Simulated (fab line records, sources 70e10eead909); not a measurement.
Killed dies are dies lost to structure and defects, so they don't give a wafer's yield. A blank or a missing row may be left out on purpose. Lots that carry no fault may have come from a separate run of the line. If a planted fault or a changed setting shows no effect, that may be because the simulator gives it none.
fab line records + flow nand-harc
record
- lots=15
- wafers=45
- last-day=33
route steps=1302 shown P_M2@343 P_BONDPAD@351
lots with no fault: from the same line, run without faults
start-h: the number of hours between the record's first day and the start of the first shown wafer of the lot + wait-h: how many hours have passed since the lot's step before this one + " identical to the entry in the row above + L1.1+2: a single row standing in for several wafers + - no value, or no start was given + * or withheld: withheld + < > ~ a bound
route shown NAME@n: NAME is a module with steps in the file, n the number in the route of the first one + usual: the fault-free wafers' mean and standard deviation + same: alike in all rows + chamber/n: place in a boat + sites: readings site by site + _std_site: the values' standard deviation + _edge_site: mean of outer sites minus mean of inner sites + radius-mm: for every site, how far away it sits from the centre of the wafer + mask NAME#n: copy n + behind: the last tool/chamber to shape the wafer + hold: what put the lot on hold/how long, in hours/how the hold closed + device: which transistor (n, p or np) failed to switch + end of line: tests of these same wafers at the route's end + where a step has no rows: the recipe by itself + killed: dies lost to structure and defects at the first sort, not the wafer's yield + map: the dies of a wafer, with x for killed, . for not killed, _ for no die there
set.NAME: setting as actually run; set.NAME@STEP: the setting as run at that earlier step + model.NAME: the simulator's own value behind a step, which no gauge read
route steps across a sampled set of lots; one table per step, one row per wafer
services: the hour from which a tool's chamber was out of use, counted from the record's first day as start-h (under 0 if before that day), plus the number of hours and why
## steps
# step NHARC_P_M2_ANNEAL_31
# recipe
- temp-c=225
- time-s=90
# usual
- wafer_temp_C_max=225.9/0.31
| lot.wafer | tool          | chamber | start-h | wait-h | wafer_temp_C_max |
|-----------|---------------|---------|---------|--------|------------------|
| L378.2    | rtp-anneal-02 | 0       | 143.56  | 0.3    | 225.8            |
| L378.3    | "             | 0       | "       | "      | 225.9            |
| L378.6    | "             | 0       | "       | "      | 226.0            |
| L379.1    | rtp-anneal-01 | 0       | 151.39  | 0.3    | 225.8            |
| L379.4    | "             | 0       | "       | "      | 225.8            |
| L379.6    | "             | 0       | "       | "      | 226.2            |
| L382.3    | rtp-anneal-01 | 0       | 189.83  | -      | 226.4            |
| L382.4    | "             | 0       | "       | "      | 225.9            |
| L382.6    | "             | 0       | "       | "      | 226.0            |
| L383.1    | rtp-anneal-01 | 0       | 193.40  | -      | 226.0            |
| L383.2    | "             | 0       | "       | "      | 226.1            |
| L383.3    | "             | 0       | "       | "      | 226.3            |
| L384.2    | rtp-anneal-02 | 0       | 200.37  | -      | 226.0            |
| L384.3    | "             | 0       | "       | "      | 225.8            |
| L384.6    | "             | 0       | "       | "      | 225.8            |
| L385.2    | rtp-anneal-02 | 0       | 216.47  | 0.4    | 225.9            |
| L385.3    | "             | 0       | "       | "      | 225.4            |
| L385.4    | "             | 0       | "       | "      | 225.5            |
| L387.1    | rtp-anneal-02 | 0       | 235.76  | -      | 225.9            |
| L387.2    | "             | 0       | "       | "      | 226.0            |
| L387.5    | "             | 0       | "       | "      | 225.7            |
| L388.1    | rtp-anneal-02 | 0       | 242.56  | -      | 225.8            |
| L388.3    | "             | 0       | "       | "      | 225.8            |
| L388.4    | "             | 0       | "       | "      | 226.2            |
| L389.2    | rtp-anneal-02 | 0       | 248.47  | -      | 225.7            |
| L389.3    | "             | 0       | "       | "      | 225.8            |
| L389.5    | "             | 0       | "       | "      | 225.3            |
| L390.2    | rtp-anneal-02 | 0       | 259.30  | -      | 225.7            |
| L390.4    | "             | 0       | "       | "      | 225.7            |
| L390.5    | "             | 0       | "       | "      | 225.5            |
| L391.1    | rtp-anneal-01 | 0       | 277.21  | 0.3    | 225.7            |
| L391.2    | "             | 0       | "       | "      | 226.1            |
| L391.6    | "             | 0       | "       | "      | 225.9            |
| L392.2    | rtp-anneal-02 | 0       | 288.97  | 0.4    | 225.5            |
| L392.5    | "             | 0       | "       | "      | 225.6            |
| L392.6    | "             | 0       | "       | "      | 225.9            |
| L396.1    | rtp-anneal-01 | 0       | 322.03  | 0.4    | 225.7            |
| L396.4    | "             | 0       | "       | "      | 225.9            |
| L396.6    | "             | 0       | "       | "      | 226.2            |
| L399.1    | rtp-anneal-01 | 0       | 349.52  | 0.3    | 226.3            |
| L399.2    | "             | 0       | "       | "      | 226.5            |
| L399.6    | "             | 0       | "       | "      | 226.3            |
| L400.1    | rtp-anneal-02 | 0       | 363.35  | 0.3    | 226.0            |
| L400.2    | "             | 0       | "       | "      | 226.0            |
| L400.5    | "             | 0       | "       | "      | 225.9            |
# step NHARC_P_M2_DEP_33
# recipe
- target-thk-a=300
- temp-c=370
- target-thk-nm=30
- pressure-torr=3
- flow-sccm=200
- rf-w=450
- material=SiCN
# usual
- chamber-pressure-Torr=3.001/0.0058
- heater-power-w=553/80
| lot.wafer | tool     | chamber | start-h | wait-h | chamber-pressure-Torr | heater-power-w |
|-----------|----------|---------|---------|--------|-----------------------|----------------|
| L378.2    | pecvd-01 | 1       | 144.47  | 0.1    | 3.002                 | 639            |
| L378.3    | "        | 2       | "       | "      | 3.010                 | 673            |
| L378.6    | "        | 1       | "       | "      | 3.007                 | 659            |
| L379.1    | pecvd-02 | 1       | 152.43  | 0.1    | 3.000                 | 618            |
| L379.6    | "        | 2       | "       | "      | 3.006                 | 721            |
| L379.4    | "        | 0       | "       | "      | 2.996                 | 436            |
| L382.3    | pecvd-02 | 2       | 190.99  | 0.1    | 3.003                 | 632            |
| L382.6    | "        | 0       | "       | "      | 2.997                 | 424            |
| L382.4    | "        | 1       | "       | "      | 3.007                 | 589            |
| L383.3    | pecvd-02 | 2       | 194.36  | 0.1    | 2.996                 | 645            |
| L383.1    | "        | 0       | "       | "      | 3.018                 | 424            |
| L383.2    | "        | 1       | "       | "      | 2.995                 | 575            |
| L384.2    | pecvd-04 | 1       | 201.28  | 0.1    | 3.000                 | 550            |
| L384.3    | "        | 0       | "       | "      | 2.995                 | 520            |
| L384.6    | "        | 2       | "       | "      | 3.000                 | 608            |
| L385.2    | pecvd-04 | 1       | 217.68  | 0.1    | 3.005                 | 547            |
| L385.3    | "        | 2       | "       | "      | 2.996                 | 595            |
| L385.4    | "        | 2       | "       | "      | 2.996                 | 605            |
| L387.1    | pecvd-04 | 0       | 236.73  | 0.1    | 3.002                 | 541            |
| L387.2    | "        | 2       | "       | "      | 2.997                 | 572            |
| L387.5    | "        | 2       | "       | "      | 2.999                 | 573            |
| L388.3    | pecvd-04 | 0       | 243.55  | 0.1    | 3.000                 | 561            |
| L388.1    | "        | 2       | "       | "      | 3.003                 | 529            |
| L388.4    | "        | 0       | "       | "      | 3.010                 | 548            |
| L389.2    | pecvd-04 | 0       | 249.38  | 0.1    | 2.991                 | 473            |
| L389.3    | "        | 2       | "       | "      | 2.994                 | 567            |
| L389.5    | "        | 1       | "       | "      | 3.003                 | 498            |
| L390.2    | pecvd-04 | 0       | 260.21  | 0.1    | 3.004                 | 517            |
| L390.4    | "        | 1       | "       | "      | 3.005                 | 534            |
| L390.5    | "        | 2       | "       | "      | 3.001                 | 563            |
| L391.1    | pecvd-02 | 1       | 278.39  | 0.1    | 3.000                 | 527            |
| L391.2    | "        | 2       | "       | "      | 3.015                 | 681            |
| L391.6    | "        | 0       | "       | "      | 2.993                 | 390            |
| L392.2    | pecvd-04 | 0       | 289.88  | 0.1    | 3.003                 | 557            |
| L392.5    | "        | 0       | "       | "      | 3.002                 | 552            |
| L392.6    | "        | 1       | "       | "      | 3.010                 | 453            |
| L396.1    | pecvd-02 | 0       | 323.47  | 0.1    | 3.000                 | 452            |
| L396.4    | "        | 1       | "       | "      | 3.000                 | 585            |
| L396.6    | "        | 2       | "       | "      | 2.992                 | 683            |
| L399.1    | pecvd-04 | 0       | 350.52  | 0.1    | 2.993                 | 577            |
| L399.2    | "        | 1       | "       | "      | 3.003                 | 557            |
| L399.6    | "        | 2       | "       | "      | 3.004                 | 511            |
| L400.2    | pecvd-02 | 1       | 364.31  | 0.1    | 3.001                 | 551            |
| L400.1    | "        | 2       | "       | "      | 3.002                 | 656            |
| L400.5    | "        | 2       | "       | "      | 2.995                 | 633            |
# step NHARC_P_BONDPAD_DEP_00
# recipe
- target-thk-a=2500
- temp-c=370
- target-thk-nm=250
- pressure-torr=3
- flow-sccm=200
- rf-w=450
- material=SiCN
# usual
- chamber-pressure-Torr=3.001/0.0063
- heater-power-w=555/86
| lot.wafer | tool     | chamber | start-h | wait-h | chamber-pressure-Torr | heater-power-w |
|-----------|----------|---------|---------|--------|-----------------------|----------------|
| L378.3    | pecvd-02 | 0       | 144.88  | -      | 2.999                 | 424            |
| L378.2    | "        | 2       | "       | "      | 2.992                 | 657            |
| L378.6    | "        | 0       | "       | "      | 2.999                 | 432            |
| L379.1    | pecvd-04 | 1       | 152.76  | -      | 3.009                 | 516            |
| L379.4    | "        | 1       | "       | "      | 2.995                 | 530            |
| L379.6    | "        | 2       | "       | "      | 2.998                 | 585            |
| L382.3    | pecvd-04 | 2       | 191.35  | -      | 3.000                 | 572            |
| L382.6    | "        | 2       | "       | "      | 2.993                 | 584            |
| L382.4    | "        | 0       | "       | "      | 2.987                 | 545            |
| L383.1    | pecvd-02 | 2       | -       | -      | 2.997                 | 743            |
| L383.2    | "        | 0       | "       | "      | 3.001                 | 376            |
| L383.3    | "        | 1       | "       | "      | 3.003                 | 542            |
| L384.3    | pecvd-01 | 2       | 201.69  | -      | 2.992                 | 645            |
| L384.2    | "        | 1       | "       | "      | 3.001                 | 514            |
| L384.6    | "        | 0       | "       | "      | 2.998                 | 551            |
| L385.2    | pecvd-01 | 0       | 218.05  | -      | 3.000                 | 647            |
| L385.3    | "        | 1       | "       | "      | 3.004                 | 539            |
| L385.4    | "        | 0       | "       | "      | 3.005                 | 523            |
| L387.1    | pecvd-04 | 2       | -       | -      | 2.987                 | 582            |
| L387.2    | "        | 0       | "       | "      | 3.002                 | 540            |
| L387.5    | "        | 1       | "       | "      | 2.999                 | 540            |
| L388.1    | pecvd-04 | 0       | -       | -      | 2.990                 | 558            |
| L388.3    | "        | 1       | "       | "      | 3.010                 | 439            |
| L388.4    | "        | 1       | "       | "      | 3.007                 | 452            |
| L389.2    | pecvd-02 | 1       | 249.83  | -      | 3.002                 | 552            |
| L389.3    | "        | 2       | "       | "      | 2.998                 | 720            |
| L389.5    | "        | 1       | "       | "      | 3.007                 | 578            |
| L390.2    | pecvd-04 | 1       | -       | -      | 3.001                 | 545            |
| L390.4    | "        | 1       | "       | "      | 3.000                 | 551            |
| L390.5    | "        | 2       | "       | "      | 3.004                 | 524            |
| L391.1    | pecvd-02 | 1       | -       | -      | 3.004                 | 592            |
| L391.2    | "        | 2       | "       | "      | 2.997                 | 723            |
| L391.6    | "        | 1       | "       | "      | 3.006                 | 582            |
| L392.2    | pecvd-02 | 2       | 290.38  | -      | 2.999                 | 584            |
| L392.5    | "        | 0       | "       | "      | 3.011                 | 344            |
| L392.6    | "        | 1       | "       | "      | 3.009                 | 499            |
| L396.1    | pecvd-02 | 0       | -       | -      | 2.991                 | 403            |
| L396.4    | "        | 2       | "       | "      | 3.007                 | 701            |
| L396.6    | "        | 0       | "       | "      | 2.996                 | 408            |
| L399.2    | pecvd-04 | 2       | -       | -      | 2.997                 | 570            |
| L399.1    | "        | 0       | "       | "      | 3.010                 | 524            |
| L399.6    | "        | 2       | "       | "      | 2.983                 | 595            |
| L400.1    | pecvd-01 | 0       | 364.72  | -      | 2.999                 | 574            |
| L400.2    | "        | 2       | "       | "      | 2.995                 | 617            |
| L400.5    | "        | 0       | "       | "      | 2.995                 | 591            |
# step NHARC_P_BONDPAD_PEB_07
# recipe
- peb-temp-c=128
- peb-time-s=80
# usual
- chill-plate-temp-C=23.01/0.11
- exhaust-pa=45.2/0.89
| lot.wafer | tool           | chamber | start-h | wait-h | chill-plate-temp-C | exhaust-pa |
|-----------|----------------|---------|---------|--------|--------------------|------------|
| L378.2    | litho-track-02 | 0       | 146.02  | 0.1    | 23.09              | 45.9       |
| L378.3    | "              | 0       | "       | "      | 23.09              | 46.1       |
| L378.6    | "              | 0       | "       | "      | 22.98              | 45.9       |
| L379.1    | litho-track-05 | 0       | 153.89  | 0.1    | 22.97              | 44.6       |
| L379.4    | "              | 0       | "       | "      | 22.78              | 44.1       |
| L379.6    | "              | 0       | "       | "      | 22.83              | 43.9       |
| L382.3    | litho-track-02 | 0       | 192.32  | 0.1    | 22.91              | 46.4       |
| L382.4    | "              | 0       | "       | "      | 23.01              | 45.7       |
| L382.6    | "              | 0       | "       | "      | 22.96              | 46.3       |
| L383.1    | litho-track-03 | 0       | 195.78  | 0.1    | 23.00              | 45.7       |
| L383.2    | "              | 0       | "       | "      | 22.92              | 46.1       |
| L383.3    | "              | 0       | "       | "      | 22.99              | 46.7       |
| L384.2    | litho-track-02 | 0       | 202.83  | 0.1    | 23.05              | 44.1       |
| L384.3    | "              | 0       | "       | "      | 22.95              | 45.4       |
| L384.6    | "              | 0       | "       | "      | 23.15              | 44.9       |
| L385.2    | litho-track-02 | 0       | 219.07  | 0.1    | 22.91              | 46.8       |
| L385.3    | "              | 0       | "       | "      | 22.87              | 44.2       |
| L385.4    | "              | 0       | "       | "      | 22.97              | 44.4       |
| L387.1    | litho-track-02 | 0       | 238.29  | 0.1    | 23.11              | 46.3       |
| L387.2    | "              | 0       | "       | "      | 23.03              | 45.7       |
| L387.5    | "              | 0       | "       | "      | 23.12              | 46.1       |
| L388.1    | litho-track-03 | 0       | 244.97  | 0.1    | 22.99              | 45.5       |
| L388.3    | "              | 0       | "       | "      | 22.99              | 44.5       |
| L388.4    | "              | 0       | "       | "      | 22.99              | 44.2       |
| L389.2    | litho-track-03 | 0       | 250.83  | 0.1    | 23.10              | 45.3       |
| L389.3    | "              | 0       | "       | "      | 23.00              | 44.9       |
| L389.5    | "              | 0       | "       | "      | 23.01              | 44.5       |
| L390.2    | litho-track-02 | -       | 261.74  | 0.1    | -                  | -          |
| L390.4    | "              | -       | "       | "      | -                  | -          |
| L390.5    | "              | -       | "       | "      | -                  | -          |
| L391.1    | litho-track-02 | -       | 279.80  | 0.1    | -                  | -          |
| L391.2    | "              | -       | "       | "      | -                  | -          |
| L391.6    | "              | -       | "       | "      | -                  | -          |
| L392.2    | litho-track-02 | -       | 291.44  | 0.1    | -                  | -          |
| L392.5    | "              | -       | "       | "      | -                  | -          |
| L392.6    | "              | -       | "       | "      | -                  | -          |
| L396.1    | litho-track-05 | 0       | 324.92  | 0.1    | 22.91              | 45.7       |
| L396.4    | "              | 0       | "       | "      | 23.00              | 44.6       |
| L396.6    | "              | 0       | "       | "      | 22.99              | 45.2       |
| L399.1    | litho-track-02 | 0       | 351.89  | 0.1    | 23.16              | 45.4       |
| L399.2    | "              | 0       | "       | "      | 23.06              | 44.6       |
| L399.6    | "              | 0       | "       | "      | 23.14              | 45.7       |
| L400.1    | litho-track-03 | 0       | 365.74  | 0.1    | 23.04              | 44.7       |
| L400.2    | "              | 0       | "       | "      | 22.79              | 45.6       |
| L400.5    | "              | 0       | "       | "      | 22.95              | 46.1       |
## services
| tool           | chamber | start-h | hours | kind       |
|----------------|---------|---------|-------|------------|
| litho-track-05 | -       | 124.00  | 7.0   | pm         |
| pecvd-01       | -       | 130.18  | 13.0  | pm         |
| litho-track-02 | -       | 227.00  | 7.0   | pm         |
| pecvd-02       | -       | 227.14  | 13.0  | pm         |
| pecvd-02       | 0       | 227.14  | 13.0  | vent-cycle |
| pecvd-02       | 1       | 227.14  | 13.0  | vent-cycle |
| pecvd-02       | 2       | 227.14  | 13.0  | vent-cycle |
| pecvd-02       | 0       | 240.14  | -     | clean      |
| pecvd-02       | 1       | 254.12  | 22.1  | repair     |
| pecvd-01       | 1       | 263.91  | 3.4   | repair     |
| pecvd-04       | -       | 269.03  | 13.0  | pm         |
| pecvd-04       | 0       | 269.03  | 13.0  | vent-cycle |
| pecvd-04       | 1       | 269.03  | 13.0  | vent-cycle |
| pecvd-04       | 2       | 269.03  | 13.0  | vent-cycle |
| pecvd-01       | -       | 271.90  | 1.0   | repair     |
| litho-track-03 | -       | 275.00  | 7.0   | pm         |
| pecvd-01       | -       | 276.31  | 2.0   | repair     |
| pecvd-04       | 0       | 282.03  | -     | clean      |
| pecvd-04       | 1       | 282.03  | -     | clean      |
| pecvd-04       | 2       | 282.03  | -     | clean      |
| litho-track-05 | -       | 299.00  | 7.0   | pm         |
| pecvd-01       | -       | 311.18  | 13.0  | pm         |
| pecvd-02       | -       | 316.58  | 1.1   | repair     |
| pecvd-01       | -       | 344.86  | 1.8   | repair     |
## key
first-sign
- step=NHARC_P_BONDPAD_PEB_07
- reading=tool-record
- direction=missing
effect none on later readings
met-at NHARC_P_BONDPAD_PEB_07
struck-lots L390,L391,L392
later-rows-left-out L390.2,L390.4,L390.5,L391.1,L391.2,L391.6,L392.2,L392.5,L392.6
sort-left-out L390.2,L390.4,L390.5,L391.1,L391.2,L391.6,L392.2,L392.5,L392.6
not-acting-at NHARC_P_M2_ANNEAL_31,NHARC_P_M2_DEP_33,NHARC_P_BONDPAD_DEP_00
onset-between 238.29 261.74
fault
- kind=skipped-step-whole
- tool=litho-track-02
- chamber=-
- onset-h=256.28
- steps=NHARC_P_BONDPAD_PEB_07
- scope=struck-lots-only
# sort-left-out: the simulated sort isn't trusted on such a fault, so these wafers' sort isn't shown, and their yield isn't known
# later-rows-left-out: the simulator's readings of these wafers behind a module that went badly wrong aren't trusted and aren't shown, but for the sort
